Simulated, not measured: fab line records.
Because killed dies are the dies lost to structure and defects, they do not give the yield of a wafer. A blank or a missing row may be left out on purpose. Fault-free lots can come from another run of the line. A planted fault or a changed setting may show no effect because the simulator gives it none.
Lot-split experiment / flow n5Finfet / 39 wafers read from 7 lots, route of 1938 steps

== ABOUT THE SPLIT ==
At N5_BEOL_M6_HM_DEP_02 (deposits TiN, target thk 20 nm), the setting targetThkA was moved away from the recipe's 200 angstrom on 9 of the 39 wafers read, by -56.5% to +35.2%. This setting was run at the recipe's value on the other wafers.

== FROM THE SPLIT TO THE READING: what the file shows between them, 4 steps ==
- N5_BEOL_M6_COAT_59: time 60 s, resist thk 100 nm
- N5_BEOL_M6_COAT_60: time 60 s, resist thk 35 nm
- N5_BEOL_M6_STRIP_68: strips in N2/H2
- N5_BEOL_M6_STRIP_67: strips in CF4

== THE READING ==
etch.depthNm (the simulator's own value, which no gauge read), in nm, at N5_BEOL_M6_HM_OPEN_17 (chemistry Cl2/BCl3, target TiN, target depth 20 nm, overetch 6 nm). The file does not state a usual value for it. Average 20.096 nm, standard deviation 0.2 nm, over the 30 wafers here run with the recipe.

wafer=L079.1; tool, chamber at the split=pvdSputter-03, -; targetThkA as run, angstrom=200; against the recipe=recipe; etch.depthNm, nm=20.29; against lot-mates on the recipe=-
wafer=L079.2; tool, chamber at the split=pvdSputter-03, -; targetThkA as run, angstrom=200; against the recipe=recipe; etch.depthNm, nm=20.04; against lot-mates on the recipe=-
wafer=L079.3; tool, chamber at the split=pvdSputter-03, -; targetThkA as run, angstrom=200; against the recipe=recipe; etch.depthNm, nm=20.14; against lot-mates on the recipe=-
wafer=L079.4; tool, chamber at the split=pvdSputter-03, -; targetThkA as run, angstrom=200; against the recipe=recipe; etch.depthNm, nm=20.53; against lot-mates on the recipe=-
wafer=L079.5; tool, chamber at the split=pvdSputter-03, -; targetThkA as run, angstrom=200; against the recipe=recipe; etch.depthNm, nm=20.46; against lot-mates on the recipe=-
wafer=L079.6; tool, chamber at the split=pvdSputter-03, -; targetThkA as run, angstrom=200; against the recipe=recipe; etch.depthNm, nm=19.97; against lot-mates on the recipe=-
wafer=L082.1; tool, chamber at the split=pvdSputter-03, -; targetThkA as run, angstrom=200; against the recipe=recipe; etch.depthNm, nm=19.82; against lot-mates on the recipe=-
wafer=L082.2; tool, chamber at the split=pvdSputter-03, -; targetThkA as run, angstrom=200; against the recipe=recipe; etch.depthNm, nm=20.14; against lot-mates on the recipe=-
wafer=L082.3; tool, chamber at the split=pvdSputter-03, -; targetThkA as run, angstrom=270.3; against the recipe=+35.2%; etch.depthNm, nm=24.67; against lot-mates on the recipe=+4.683
wafer=L082.4; tool, chamber at the split=pvdSputter-03, -; targetThkA as run, angstrom=270.3; against the recipe=+35.2%; etch.depthNm, nm=24.89; against lot-mates on the recipe=+4.903
wafer=L082.5; tool, chamber at the split=pvdSputter-03, -; targetThkA as run, angstrom=270.3; against the recipe=+35.2%; etch.depthNm, nm=24.88; against lot-mates on the recipe=+4.893
wafer=L082.6; tool, chamber at the split=pvdSputter-03, -; targetThkA as run, angstrom=200; against the recipe=recipe; etch.depthNm, nm=20; against lot-mates on the recipe=-
wafer=L083.1; tool, chamber at the split=pvdSputter-01, -; targetThkA as run, angstrom=200; against the recipe=recipe; etch.depthNm, nm=20.15; against lot-mates on the recipe=-
wafer=L083.2; tool, chamber at the split=pvdSputter-01, -; targetThkA as run, angstrom=200; against the recipe=recipe; etch.depthNm, nm=20.06; against lot-mates on the recipe=-
wafer=L083.3; tool, chamber at the split=pvdSputter-01, -; targetThkA as run, angstrom=200; against the recipe=recipe; etch.depthNm, nm=19.98; against lot-mates on the recipe=-
wafer=L083.4; tool, chamber at the split=pvdSputter-01, -; targetThkA as run, angstrom=200; against the recipe=recipe; etch.depthNm, nm=19.86; against lot-mates on the recipe=-
wafer=L083.5; tool, chamber at the split=pvdSputter-01, -; targetThkA as run, angstrom=200; against the recipe=recipe; etch.depthNm, nm=19.74; against lot-mates on the recipe=-
wafer=L083.6; tool, chamber at the split=pvdSputter-01, -; targetThkA as run, angstrom=200; against the recipe=recipe; etch.depthNm, nm=20.34; against lot-mates on the recipe=-
wafer=L084.1; tool, chamber at the split=pvdSputter-03, -; targetThkA as run, angstrom=200; against the recipe=recipe; etch.depthNm, nm=20.1; against lot-mates on the recipe=-
wafer=L084.2; tool, chamber at the split=pvdSputter-03, -; targetThkA as run, angstrom=86.97; against the recipe=-56.5%; etch.depthNm, nm=8.43; against lot-mates on the recipe=-11.597
wafer=L084.3; tool, chamber at the split=pvdSputter-03, -; targetThkA as run, angstrom=86.97; against the recipe=-56.5%; etch.depthNm, nm=8.72; against lot-mates on the recipe=-11.307
wafer=L084.4; tool, chamber at the split=pvdSputter-03, -; targetThkA as run, angstrom=200; against the recipe=recipe; etch.depthNm, nm=19.79; against lot-mates on the recipe=-
wafer=L084.5; tool, chamber at the split=pvdSputter-03, -; targetThkA as run, angstrom=86.97; against the recipe=-56.5%; etch.depthNm, nm=8.641; against lot-mates on the recipe=-11.386
wafer=L084.6; tool, chamber at the split=pvdSputter-03, -; targetThkA as run, angstrom=200; against the recipe=recipe; etch.depthNm, nm=20.19; against lot-mates on the recipe=-
wafer=L092.1; tool, chamber at the split=pvdSputter-02, -; targetThkA as run, angstrom=237.9; against the recipe=+18.9%; etch.depthNm, nm=24.07; against lot-mates on the recipe=+4.063
wafer=L092.2; tool, chamber at the split=pvdSputter-02, -; targetThkA as run, angstrom=200; against the recipe=recipe; etch.depthNm, nm=20.06; against lot-mates on the recipe=-
wafer=L092.3; tool, chamber at the split=pvdSputter-02, -; targetThkA as run, angstrom=237.9; against the recipe=+18.9%; etch.depthNm, nm=23.82; against lot-mates on the recipe=+3.813
wafer=L092.4; tool, chamber at the split=pvdSputter-02, -; targetThkA as run, angstrom=200; against the recipe=recipe; etch.depthNm, nm=20.01; against lot-mates on the recipe=-
wafer=L092.5; tool, chamber at the split=pvdSputter-02, -; targetThkA as run, angstrom=200; against the recipe=recipe; etch.depthNm, nm=19.95; against lot-mates on the recipe=-
wafer=L092.6; tool, chamber at the split=pvdSputter-02, -; targetThkA as run, angstrom=237.9; against the recipe=+18.9%; etch.depthNm, nm=23.81; against lot-mates on the recipe=+3.803
wafer=L096.2; tool, chamber at the split=pvdSputter-01, -; targetThkA as run, angstrom=200; against the recipe=recipe; etch.depthNm, nm=20.42; against lot-mates on the recipe=-
wafer=L096.3; tool, chamber at the split=pvdSputter-01, -; targetThkA as run, angstrom=200; against the recipe=recipe; etch.depthNm, nm=20.23; against lot-mates on the recipe=-
wafer=L096.6; tool, chamber at the split=pvdSputter-01, -; targetThkA as run, angstrom=200; against the recipe=recipe; etch.depthNm, nm=20.4; against lot-mates on the recipe=-
wafer=L097.1; tool, chamber at the split=pvdSputter-01, -; targetThkA as run, angstrom=200; against the recipe=recipe; etch.depthNm, nm=19.91; against lot-mates on the recipe=-
wafer=L097.5; tool, chamber at the split=pvdSputter-01, -; targetThkA as run, angstrom=200; against the recipe=recipe; etch.depthNm, nm=19.91; against lot-mates on the recipe=-
wafer=L097.2; tool, chamber at the split=pvdSputter-01, -; targetThkA as run, angstrom=200; against the recipe=recipe; etch.depthNm, nm=20.05; against lot-mates on the recipe=-
wafer=L097.3; tool, chamber at the split=pvdSputter-01, -; targetThkA as run, angstrom=200; against the recipe=recipe; etch.depthNm, nm=20.14; against lot-mates on the recipe=-
wafer=L097.4; tool, chamber at the split=pvdSputter-01, -; targetThkA as run, angstrom=200; against the recipe=recipe; etch.depthNm, nm=20.19; against lot-mates on the recipe=-
wafer=L097.6; tool, chamber at the split=pvdSputter-01, -; targetThkA as run, angstrom=200; against the recipe=recipe; etch.depthNm, nm=20.02; against lot-mates on the recipe=-

FIT RESULTS
A straight line over all 39 wafers: etch.depthNm changes by +0.185 nm for each +1% of targetThkA; r = +0.99; the points scatter about the line by 0.59 nm.
The same after taking each lot's own level away (the mean of its wafers on the recipe; 39 wafers): +0.186 nm for each +1%; r = +0.99; scatter 0.55 nm.
Per that fit: largest targetThkA move, reading shift of 10 nm.
The lots' own levels span 19.9867 to 20.3500 nm, that is 1.8 times the standard deviation above.
The two slopes are in agreement: the lot-to-lot level therefore moves the slope only a little.
Check: with one of the wafers moved furthest among these (-56.5%) left out of the fit, the line predicts -10.4 nm for it against its lot-mates. Against them it came out at -11.6 nm.

== OTHER SPLITS ON THESE WAFERS ==
Before the reading, these wafers also passed through other splits. Each is held against what the fit with the lots' levels taken away leaves over:
other split on the same wafers=N5_BEOL_M4_TRENCH_ETCH_37 targetDepthA; wafers away from the commonest value=18; r with etch.depthNm (lot level and that fit taken away)=+0.00

== THE WHOLE CHAIN: every reading that the file lists as answering this split, in the file's order ==
step=N5_BEOL_M6_HM_DEP_02; what it does=deposits TiN, target thk 20 nm; reading=TiN_of_BEOL_M6_HM_DEP_02.thkNm (the simulator's own value, which no gauge read); change (the file's fit)=+0.203 nm for each +1% of the setting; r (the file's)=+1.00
step=N5_BEOL_M6_HM_OPEN_17; what it does=chemistry Cl2/BCl3, target TiN, target depth 20 nm, overetch 6 nm; reading=etch.depthNm (the simulator's own value, which no gauge read); change (the file's fit)=+0.186 nm for each +1% of the setting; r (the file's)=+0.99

== THE FILE'S OWN FIT ==
etch.depthNm changes by +0.186 nm for each +1% of targetThkA, r = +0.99.
